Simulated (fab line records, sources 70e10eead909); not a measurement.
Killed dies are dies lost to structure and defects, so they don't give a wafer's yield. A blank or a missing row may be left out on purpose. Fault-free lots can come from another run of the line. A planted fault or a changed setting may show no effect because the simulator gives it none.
A struck lot beside a sound one | flow nand_harc | 15 steps out of a route of 1302
Sound: the wafers L976.1, L976.2, L976.5. Wafers struck: L987.1, L987.4, L987.6. Last of all comes the cause.
For every step that has rows: the tool of each side, followed by ch and its chambers, followed by its first start. Under that, the readings that differ: sound wafers | struck wafers | difference of the means | sigmas: that difference in standard deviations of wafers without a fault.
alike: readings with means less than 2 such deviations apart, plus words and numbers identical on both sides. not compared: withheld readings, readings lacking a value on some wafer, bounds such as >300 that could conceal the same value, and numbers that have no deviation in the record and whose values overlap.
A row with sigmas, a row that says differs or no value, or rows on one side alone: a step with any of these is where the two part. Numbers that don't overlap but have no deviation are shown without sigmas and don't part them. Lack of a reading on every wafer of one side parts them only where that side has two or more wafers.

NHARC_P_M2_PRE_CLEAN_32: time 12 s.
  sound on pecvd-01 ch 0,1,2, day 10 18:34; struck on pecvd-01 ch 0,1,2, day 14 22:58
  alike: heater_power_w
NHARC_P_M2_DEP_33: deposits SiCN, target thk 30 nm.
  sound on pecvd-01 ch 0,1,2, day 10 18:39; struck on pecvd-01 ch 0,1,2, day 14 23:05
  alike: heater_power_w
NHARC_P_BONDPAD_DEP_00: deposits SiCN, target thk 250 nm.
  sound on pecvd-03 ch 1,2, day 10 19:07; struck on pecvd-01 ch 0,1
  alike: heater_power_w
NHARC_P_BONDPAD_CMP_32: polishes SiCN, target thk 200 nm.
  sound on cmp-03 ch 1,2,3, day 10 19:28; struck on cmp-04 ch 0,3, day 14 23:49
  alike: motor_current_A
NHARC_P_BONDPAD_THK_MEAS_33: measures by ellipsometry.
  sound on film_metro-02 at day 10 19:43; struck on film_metro-01 at day 15 00:04
  alike: thk_nm
then, 7 steps without rows for these wafers: NHARC_P_BONDPAD_SRD_34; NHARC_P_BONDPAD_DEHYDRATE_01 (time 120 s); NHARC_P_BONDPAD_HMDS_02 (time 30 s); NHARC_P_BONDPAD_COAT_36 (time 65 s); NHARC_P_BONDPAD_COAT_03 (resist thk 600 nm); NHARC_P_BONDPAD_SOFTBAKE_04 (time 70 s); NHARC_P_BONDPAD_EBR_05.
NHARC_P_BONDPAD_EXPOSE_06: exposes mask P BPAD.
  sound on krf_scanner-03 ch 0, day 10 20:09; struck on krf_scanner-03 ch 0, day 15 00:21
  reading              | sound             | struck            | difference | sigmas
  exposure_dose_mJ_cm2 | 36.99 36.94 36.93 | 35.54 35.59 35.53 | -1.40      | -33
  alike: mask
then, 2 steps without rows for these wafers: NHARC_P_BONDPAD_PEB_07 (peb time 80 s); NHARC_END_SORT_01.

## WHERE THEY PART
NHARC_P_BONDPAD_EXPOSE_06 only, going by this record.

WHY: what the simulator had put in
Process parameter drift: krf_scanner-03, from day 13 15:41 on, at NHARC_P_BONDPAD_EXPOSE_06. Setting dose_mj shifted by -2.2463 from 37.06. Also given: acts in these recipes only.
